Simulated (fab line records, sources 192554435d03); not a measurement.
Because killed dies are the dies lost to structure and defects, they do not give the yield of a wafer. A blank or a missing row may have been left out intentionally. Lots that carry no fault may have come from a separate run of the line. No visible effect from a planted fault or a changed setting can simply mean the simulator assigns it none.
Lot-split experiment	flow n5Finfet	on a route of 1938 steps: 7 lots, 21 wafers read

## ABOUT THE SPLIT
At N5_BEOL_M13_SPUTTER_43 (material TaN, target thk 15 nm, time 24.19 s), the setting timeS was moved away from the recipe's 24.19 s on 5 of the 21 wafers read, by -11.7% to +6.1%. This setting was run at the recipe's value on the other wafers.

The split's own step is where the reading is taken.

## THE READING
TaN_of_BEOL_M13_SPUTTER_43.thkNm (the simulator's own value, which no gauge read), in nm, at N5_BEOL_M13_SPUTTER_43 (material TaN, target thk 15 nm, time 24.19 s). There is no usual value for it anywhere in the file. Across the 16 wafers here that went through the recipe, the average is 15.0 nm and the standard deviation 0.15 nm.

wafer	tool, chamber at the split	timeS as run, s	against the recipe	TaN_of_BEOL_M13_SPUTTER_43.thkNm, nm	against lot-mates on the recipe
L074.2	pvdSputter-03, -	24.19	recipe	15	-
L074.3	pvdSputter-03, -	24.19	recipe	15	-
L074.5	pvdSputter-03, -	24.19	recipe	15	-
L076.3	pvdSputter-01, -	21.36	-11.7%	13.6	-1.6
L076.4	pvdSputter-01, -	24.19	recipe	15.2	-
L076.6	pvdSputter-01, -	21.36	-11.7%	13.4	-1.8
L080.2	pvdSputter-03, -	21.4	-11.5%	13.2	-1.8
L080.4	pvdSputter-03, -	21.4	-11.5%	13	-2.0
L080.6	pvdSputter-03, -	24.19	recipe	15	-
L082.1	pvdSputter-01, -	24.19	recipe	15	-
L082.2	pvdSputter-01, -	24.19	recipe	15	-
L082.5	pvdSputter-01, -	24.19	recipe	15.2	-
L083.2	pvdSputter-01, -	25.66	+6.1%	16.2	+0.9
L083.4	pvdSputter-01, -	24.19	recipe	15.4	-
L083.6	pvdSputter-01, -	24.19	recipe	15.2	-
L089.3	pvdSputter-01, -	24.19	recipe	14.8	-
L089.4	pvdSputter-01, -	24.19	recipe	15	-
L089.5	pvdSputter-01, -	24.19	recipe	15	-
L087.2	pvdSputter-02, -	24.19	recipe	15	-
L087.4	pvdSputter-02, -	24.19	recipe	15	-
L087.6	pvdSputter-02, -	24.19	recipe	14.8	-

FIT RESULTS
A straight line over all 21 wafers: TaN_of_BEOL_M13_SPUTTER_43.thkNm changes by +0.153 nm for each +1% of timeS; r = +0.97; the points scatter about the line by 0.18 nm.
The same after taking each lot's own level away (the mean of its wafers on the recipe; 21 wafers): +0.154 nm for each +1%; r = +0.99; scatter 0.1 nm.
The reading moves by 1.8 nm for the largest change in timeS, on that fit.
Measured against the standard deviation above, the lots' own levels, which go from 14.93 to 15.30 nm, span 2.5 times it.
Consequently the slope shifts little with the lot-to-lot level, the two slopes agreeing.
Check: for one of the wafers moved furthest among these (-11.7%), held out of the fit, the line's prediction against its lot-mates is -1.87 nm. It came out at -1.6 nm against them.

## OTHER SPLITS ON THESE WAFERS
Before the reading, these wafers also passed through other splits. Each is held against what the fit with the lots' levels taken away leaves over:
other split on the same wafers	wafers away from the commonest value	r with TaN_of_BEOL_M13_SPUTTER_43.thkNm (lot level and that fit taken away)
N5_BEOL_M9_DESCUM_16 timeS	7	-0.55
N5_BEOL_M10_COAT_05 spinRpm	5	+0.43
N5_BEOL_M10_ETCH_62 timeS	9	-0.13
N5_BEOL_M11_ETCH_66 timeS	6	+0.51
N5_BEOL_M11_VIA_ETCH_34 timeS	7	+0.29
N5_BEOL_M13_COAT_66 spinRpm	4	-0.10
N5_BEOL_M13_DEVELOP_27 developTimeS	7	+0.37

## THE FILE'S OWN FIT
TaN_of_BEOL_M13_SPUTTER_43.thkNm changes by +0.154 nm for each +1% of timeS, r = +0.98.
